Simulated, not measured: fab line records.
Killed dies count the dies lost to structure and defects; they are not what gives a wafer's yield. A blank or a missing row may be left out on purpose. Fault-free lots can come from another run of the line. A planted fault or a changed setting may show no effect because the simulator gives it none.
A struck lot beside a sound one ; flow n5Finfet ; 15 out of 1938 route steps
Sound: the wafers L881.1, L881.3, L881.6. Wafers struck: L890.1, L890.3, L890.4. Last of all comes the cause.
Order at every step that has rows: each side's tool, ch and its chambers, its first start. Under that, the readings that differ: sound wafers ; struck wafers ; difference of the means ; sigmas: that difference in standard deviations of wafers without a fault.
alike: readings whose means differ by less than 2 such deviations, and words and numbers that are the same on both sides. not compared: withheld readings, readings that some wafer has no value for, bounds like >300 that may hide the same value, and numbers for which the record gives no deviation and whose values overlap.
The two part at a step that has a row with sigmas, a row that says differs or no value, or rows on one side only. Numbers that have no deviation but don't overlap get no sigmas and don't part them. A reading missing from all wafers of one side parts the sides only when that side holds two or more wafers.

first, 4 steps without rows for these wafers: N5_BEOL_M2_SOFTBAKE_23 (time 60 s); N5_BEOL_M2_EXPOSE_25 (exposes mask V1, defocus 5 nm); N5_BEOL_M2_PEB_26 (peb time 60 s); N5_BEOL_M2_DEVELOP_27 (develop time 30 s).
N5_BEOL_M2_CD_MEAS_28: target cd 26.2 nm, target cd y 24.1 nm.
  sound on cdSem-01 ch 0, day 7 01:49; struck on cdSem-01 ch 0, day 8 16:32
  alike: cdNm
N5_BEOL_M2_OVL_MEAS_29:
  sound on overlay-02 ch 0, day 7 01:50; struck on overlay-02 ch 0, day 8 16:34
  alike: V1_OVL
N5_BEOL_M2_INSPECT_30: inspects for defects (brightfield).
  struck on defectInspect-01, day 8 16:37; sound on defectInspect-01, day 7 01:54
  alike: rawDefectCount
N5_BEOL_M2_DESCUM_33: chemistry O2, time 7 s.
  sound on rieDiel-05 ch 1,2, day 7 01:56; struck on rieDiel-01 ch 0,1,3, day 8 16:39
  alike: biasPowerW, drypumpMotorCurrentA, o2FlowSccm, oesProductAu, rfVppV, showerheadPlenumPTorr, tempC, throttleValvePct
  not compared: rfHoursCounterH
N5_BEOL_M2_ETCH_77: etches underlayer in N2/H2, target depth 6.5 nm, time 5.2 s.
  sound on rieDiel-05 ch 1,2, day 7 01:58; struck on rieDiel-01 ch 0,1,3, day 8 16:41
  alike: drypumpMotorCurrentA, etchRfOnTimeS, oesProductAu, rfFwdPowerW, rfVppV, showerheadPlenumPTorr, throttleValvePct
  not compared: rfHoursCounterH
N5_BEOL_M2_ETCH_69: etches SiARC in CF4, target depth 15.6 nm, time 26 s.
  sound on rieDiel-05 ch 1,2, day 7 01:59; struck on rieDiel-01 ch 0,1,3, day 8 16:42
  alike: drypumpMotorCurrentA, etchRfOnTimeS, oesProductAu, rfFwdPowerW, rfVppV, showerheadPlenumPTorr, throttleValvePct
  not compared: rfHoursCounterH
N5_BEOL_M2_ALD_98: deposits SiO2, target thk 2.5 nm, pulse time 1 s, co reactant pulse time 1 s.
  sound on aldSin-04 ch 0,1,3, day 7 02:11; struck on aldSin-03 ch 0,2,3, day 8 17:10
  alike: heaterPowerW, precursorPulseHeightRel
N5_BEOL_M2_ETCHBACK_99: etches SiO2 in CHF3, target depth 5 nm, time 10.4 s.
  sound on rieDiel-04 ch 1,2,3, day 7 02:19; struck on rieDiel-01 ch 0,2,3, day 9 00:01
  alike: drypumpMotorCurrentA, oesProductAu, rfVppV, showerheadPlenumPTorr, throttleValvePct
  not compared: rfHoursCounterH
N5_BEOL_M2_ETCH_70: etches SOC in N2/H2, target depth 80 nm, overetch 24 nm, time 130 s.
  sound on rieDiel-04 ch 1,2,3, day 7 02:20; struck on rieDiel-01 ch 0,2,3, day 9 00:04
reading;sound;struck;difference;sigmas
rfFwdPowerW (W);838.6 838.3 836.9;636.7 639.9 632.7;-201.5;-77
rfVppV (V);525.2 520.8 526.1;572.3 573.4 575.9;+49.8;+18
  alike: drypumpMotorCurrentA, oesProductAu, showerheadPlenumPTorr, tempC, throttleValvePct
  not compared: rfHoursCounterH, model.SiARC_of_BEOL_M2_COAT_68.thkNm
then, 1 step without rows for these wafers: N5_BEOL_M2_STRIP_71 (strips in N2/H2).
N5_BEOL_M4_RC_MEAS_101:
  sound on prober-01 ch 0, day 8 06:16; struck on prober-02 ch 0, day 10 05:49
  alike: DIBL_N, DIBL_P, IOFF_N, IOFF_P, ION_N, ION_P, SS_N, SS_P, VT_N, VT_P

== WHERE THEY PART ==
Only at N5_BEOL_M2_ETCH_70, within this record. Later steps at which nothing parts them and some readings are alike: N5_BEOL_M4_RC_MEAS_101.

WHY: the cause the simulator had injected
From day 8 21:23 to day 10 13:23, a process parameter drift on rieDiel-01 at N5_BEOL_M2_ETCH_70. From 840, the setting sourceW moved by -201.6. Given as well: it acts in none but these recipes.
